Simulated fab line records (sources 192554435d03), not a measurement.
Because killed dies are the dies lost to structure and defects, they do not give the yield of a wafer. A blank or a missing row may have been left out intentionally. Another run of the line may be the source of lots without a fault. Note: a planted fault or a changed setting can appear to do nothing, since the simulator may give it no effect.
Split-lot trial    flow n5Finfet    on a route of 1938 steps: 7 lots, 39 wafers read

## ABOUT THE SPLIT
At N5_FIN_SAQP_HM_DEP_03 (deposits SiNx from SiH4/NH3/N2, target thk 38 nm, time 33.6 s), the setting timeS was moved away from the recipe's 33.6 s on 12 of the 39 wafers read, by -42.1% to +47.1%. This setting was run at the recipe's value on the other wafers.

## FROM THE SPLIT TO THE READING: what the file shows between them, 5 steps
- N5_FIN_SAQP_THK_MEAS_05
- N5_FIN_SAQP_PECVD_47: deposits a-Si from SiH4/He, target thk 45 nm, time 36.3 s
- N5_FIN_SAQP_PECVD_48: deposits SiNx from SiH4/NH3/N2, target thk 25 nm, time 22.1 s
- N5_FIN_SAQP_MANDREL2_REMOVE_60: chemistry HBr/Cl2/O2, target a-Si, stops on SiNx, bt time 10 s
- N5_FIN_SAQP_HM_OPEN_33: chemistry CH3F/O2, target SiNx, target depth 49.4 nm, time 70.6 s

## THE READING
SiNx_of_FIN_SAQP_HM_DEP_03.thkNm (the simulator's own value, which no gauge read), in nm, at N5_FIN_SAQP_ETCH_34 (etches SiO2 in C4F6/O2, target depth 45 nm, time 15 s). There is no usual value for it anywhere in the file. Average 34.5 nm, standard deviation 0.56 nm, over the 27 wafers here run with the recipe.

wafer   tool, chamber at the split  timeS as run, s  against the recipe  SiNx_of_FIN_SAQP_HM_DEP_03.thkNm, nm  against lot-mates on the recipe
L076.1  pecvd-04, 2                 33.6             recipe              33.8                                  -
L076.2  pecvd-04, 0                 33.6             recipe              34                                    -
L076.3  pecvd-04, 1                 33.6             recipe              34.8                                  -
L076.5  pecvd-04, 0                 33.6             recipe              34.8                                  -
L076.4  pecvd-04, 1                 33.6             recipe              35.4                                  -
L076.6  pecvd-04, 2                 33.6             recipe              34.4                                  -
L079.1  pecvd-02, 2                 33.6             recipe              34.2                                  -
L079.2  pecvd-02, 1                 49.41            +47.1%              51.4                                  +17.1
L079.3  pecvd-02, 0                 33.6             recipe              33.8                                  -
L079.4  pecvd-02, 2                 33.6             recipe              34.8                                  -
L079.5  pecvd-02, 1                 49.41            +47.1%              52                                    +17.7
L079.6  pecvd-02, 0                 49.41            +47.1%              52.2                                  +17.9
L084.1  pecvd-02, 0                 33.6             recipe              34.6                                  -
L084.2  pecvd-02, 1                 45.5             +35.4%              47.8                                  +13.1
L084.3  pecvd-02, 2                 33.6             recipe              34.4                                  -
L084.4  pecvd-02, 0                 45.5             +35.4%              48.2                                  +13.5
L084.5  pecvd-02, 1                 33.6             recipe              35                                    -
L084.6  pecvd-02, 2                 45.5             +35.4%              48.8                                  +14.1
L087.2  pecvd-01, 0                 33.6             recipe              34.6                                  -
L087.4  pecvd-01, 1                 33.6             recipe              35.8                                  -
L087.5  pecvd-01, 2                 33.6             recipe              34.8                                  -
L091.1  pecvd-02, 2                 33.6             recipe              34.4                                  -
L091.2  pecvd-02, 0                 33.6             recipe              33.4                                  -
L091.3  pecvd-02, 1                 33.6             recipe              34                                    -
L091.4  pecvd-02, 1                 33.6             recipe              34.6                                  -
L091.6  pecvd-02, 0                 33.6             recipe              34.6                                  -
L091.5  pecvd-02, 2                 33.6             recipe              34.8                                  -
L092.1  pecvd-01, 1                 33.6             recipe              34.8                                  -
L092.2  pecvd-01, 0                 27.38            -18.5%              27                                    -7.7
L092.3  pecvd-01, 2                 33.6             recipe              34.4                                  -
L092.4  pecvd-01, 0                 27.38            -18.5%              28                                    -6.7
L092.5  pecvd-01, 2                 27.38            -18.5%              27.4                                  -7.3
L092.6  pecvd-01, 1                 33.6             recipe              35                                    -
L097.1  pecvd-01, 1                 19.47            -42.1%              18.2                                  -15.5
L097.2  pecvd-01, 0                 19.47            -42.1%              18.4                                  -15.3
L097.3  pecvd-01, 2                 33.6             recipe              33.6                                  -
L097.5  pecvd-01, 0                 33.6             recipe              33.6                                  -
L097.4  pecvd-01, 2                 33.6             recipe              33.8                                  -
L097.6  pecvd-01, 1                 19.47            -42.1%              18.6                                  -15.1

THE FIT
A straight line over all 39 wafers: SiNx_of_FIN_SAQP_HM_DEP_03.thkNm changes by +0.379 nm for each +1% of timeS; r = +1.00; the points scatter about the line by 0.54 nm.
The same after taking each lot's own level away (the mean of its wafers on the recipe; 39 wafers): +0.374 nm for each +1%; r = +1.00; scatter 0.45 nm.
That fit puts the effect of the largest move of timeS on the reading at 18 nm.
The span of the lots' own levels, 33.67 to 35.07 nm, comes to 2.5 times the standard deviation stated above.
Hence the lot-to-lot level has little effect on the slope; both slopes agree.
Check: with one of the wafers moved furthest among these (+47.1%) left out of the fit, the line predicts +17.7 nm for it against its lot-mates. It came out at +17.1 nm against them.

## THE OTHER SPLITS THESE WAFERS WENT THROUGH
These wafers also went through other splits before the reading. Each is held against what the fit with the lots' levels taken away leaves over:
other split on the same wafers      wafers away from the commonest value  r with SiNx_of_FIN_SAQP_HM_DEP_03.thkNm (lot level and that fit taken away)
N5_ZERO_LAYER_ETCH_18 targetDepthA  18                                    +0.13

## THE WHOLE CHAIN: every reading that the file lists as answering this split, in the file's order
step                     what it does                                                       reading                                                                            change (the file's fit)                r (the file's)
N5_FIN_SAQP_HM_DEP_03    deposits SiNx from SiH4/NH3/N2, target thk 38 nm, time 33.6 s      SiNx_of_FIN_SAQP_HM_DEP_03.thkNm (the simulator's own value, which no gauge read)  +0.375 nm for each +1% of the setting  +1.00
N5_FIN_SAQP_THK_MEAS_05                                                                     thkNm                                                                              withheld for each +1% of the setting   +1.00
N5_FIN_SAQP_HM_OPEN_33   chemistry CH3F/O2, target SiNx, target depth 49.4 nm, time 70.6 s  etchRfOnTimeS                                                                      withheld for each +1% of the setting   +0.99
N5_FIN_SAQP_HM_OPEN_33   chemistry CH3F/O2, target SiNx, target depth 49.4 nm, time 70.6 s  etch.depthNm (the simulator's own value, which no gauge read)                      +0.375 nm for each +1% of the setting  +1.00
N5_FIN_SAQP_ETCH_34      etches SiO2 in C4F6/O2, target depth 45 nm, time 15 s              SiNx_of_FIN_SAQP_HM_DEP_03.thkNm (the simulator's own value, which no gauge read)  +0.374 nm for each +1% of the setting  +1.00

## FILE'S OWN FIT
SiNx_of_FIN_SAQP_HM_DEP_03.thkNm changes by +0.374 nm for each +1% of timeS, r = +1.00.
